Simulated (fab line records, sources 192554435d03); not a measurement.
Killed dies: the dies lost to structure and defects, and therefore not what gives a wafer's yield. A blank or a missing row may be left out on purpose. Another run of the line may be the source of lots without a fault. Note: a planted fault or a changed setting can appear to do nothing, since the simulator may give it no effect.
Split-lot experiment | flow n5_finfet | 21 wafers read across 7 lots, on a route 1938 steps long

## ON THE SPLIT
At N5_BEOL_M7_ETCH_66 (etches SOC in N2/H2, target depth 80 nm, overetch 16 nm, time 120 s), the setting bias_w was moved away from the recipe's 150 W on 8 of the 21 wafers read, by +7.3% to +15.2%. The other wafers ran this setting at the recipe's value.

Reading taken at the split's own step.

## THE READING
rf_vpp_V, in V, at N5_BEOL_M7_ETCH_66 (etches SOC in N2/H2, target depth 80 nm, overetch 16 nm, time 120 s). Fault-free wafers of this fab line usually give 524.2 V, standard deviation 2.5 V.

wafer  | tool, chamber at the split | bias_w as run, W | against the recipe | rf_vpp_V, V | against lot-mates on the recipe
L077.3 | rie_diel-01, 1             | 150              | recipe             | 527.5       | -
L077.5 | rie_diel-01, 3             | 170.6            | +13.7%             | 569.9       | +42.4
L077.6 | rie_diel-01, 0             | 170.6            | +13.7%             | 566.2       | +38.7
L076.3 | rie_diel-01, 0             | 150              | recipe             | 521.7       | -
L076.4 | rie_diel-01, 1             | 150              | recipe             | 528.8       | -
L076.6 | rie_diel-01, 0             | 150              | recipe             | 523.4       | -
L078.4 | rie_diel-03, 3             | 163.4            | +8.9%              | 550.3       | +25.4
L078.5 | rie_diel-03, 1             | 163.4            | +8.9%              | 555.0       | +30.1
L078.6 | rie_diel-03, 2             | 150              | recipe             | 524.9       | -
L083.3 | rie_diel-03, 3             | 150              | recipe             | 520.2       | -
L083.5 | rie_diel-03, 3             | 150              | recipe             | 521.4       | -
L083.6 | rie_diel-03, 0             | 150              | recipe             | 521.0       | -
L090.3 | rie_diel-03, 2             | 150              | recipe             | 524.8       | -
L090.4 | rie_diel-03, 0             | 150              | recipe             | 520.9       | -
L090.6 | rie_diel-03, 2             | 150              | recipe             | 526.6       | -
L094.2 | rie_diel-03, 3             | 172.8            | +15.2%             | 568.2       | +46.2
L094.3 | rie_diel-03, 0             | 150              | recipe             | 522.0       | -
L094.4 | rie_diel-03, 2             | 172.8            | +15.2%             | 574.2       | +52.2
L082.2 | rie_diel-01, 0             | 161              | +7.3%              | 545.6       | +15.9
L082.4 | rie_diel-01, 1             | 150              | recipe             | 529.7       | -
L082.6 | rie_diel-01, 1             | 161              | +7.3%              | 552.7       | +23.0

THE FIT
A straight line over all 21 wafers: rf_vpp_V changes by +3.17 V for each +1% of bias_w; r = +0.99; the points scatter about the line by 3.2 V.
The same after taking each lot's own level away (the mean of its wafers on the recipe; 21 wafers): +3.08 V for each +1%; r = +0.99; scatter 2.7 V.
The reading moves by 47 V for the largest change in bias_w, on that fit.
Across the lots, their own levels run from 520.87 to 529.70 V, a range of 3.5 times the standard deviation given above.
Consequently the slope shifts little with the lot-to-lot level, the two slopes agreeing.
Check: +46.8 V against its lot-mates is what the line predicts for one of the wafers moved furthest among these (+15.2%) when that wafer is left out of the fit. It came out at +46.2 V against them.
Tool readings at the split's step, against how far the setting was moved: rf_vpp_V r = +0.99.

## THESE WAFERS: OTHER SPLITS
Other splits were also applied to these wafers ahead of the reading. Each is held against what the fit with the lots' levels taken away leaves over:
other split on the same wafers | wafers away from the commonest value | r with rf_vpp_V (lot level and that fit taken away)
N5_BEOL_M6_ETCH_62 time_s      | 6                                    | -0.06
N5_BEOL_M6_COAT_71 spin_rpm    | 10                                   | -0.23

## THE WHOLE CHAIN: every reading that the file lists as answering this split, in the file's order
step               | what it does                                                        | reading                                                                          | change (the file's fit)                | r (the file's)
N5_BEOL_M7_ETCH_66 | etches SOC in N2/H2, target depth 80 nm, overetch 16 nm, time 120 s | rf_vpp_V                                                                         | +3.07 V for each +1% of the setting    | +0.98
N5_BEOL_M7_ETCH_66 | etches SOC in N2/H2, target depth 80 nm, overetch 16 nm, time 120 s | SiARC_of_BEOL_M7_COAT_64.thk_nm (the simulator's own value, which no gauge read) | -0.0613 nm for each +1% of the setting | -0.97

## FILE'S OWN FIT
rf_vpp_V changes by +3.07 V for each +1% of bias_w, r = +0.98.
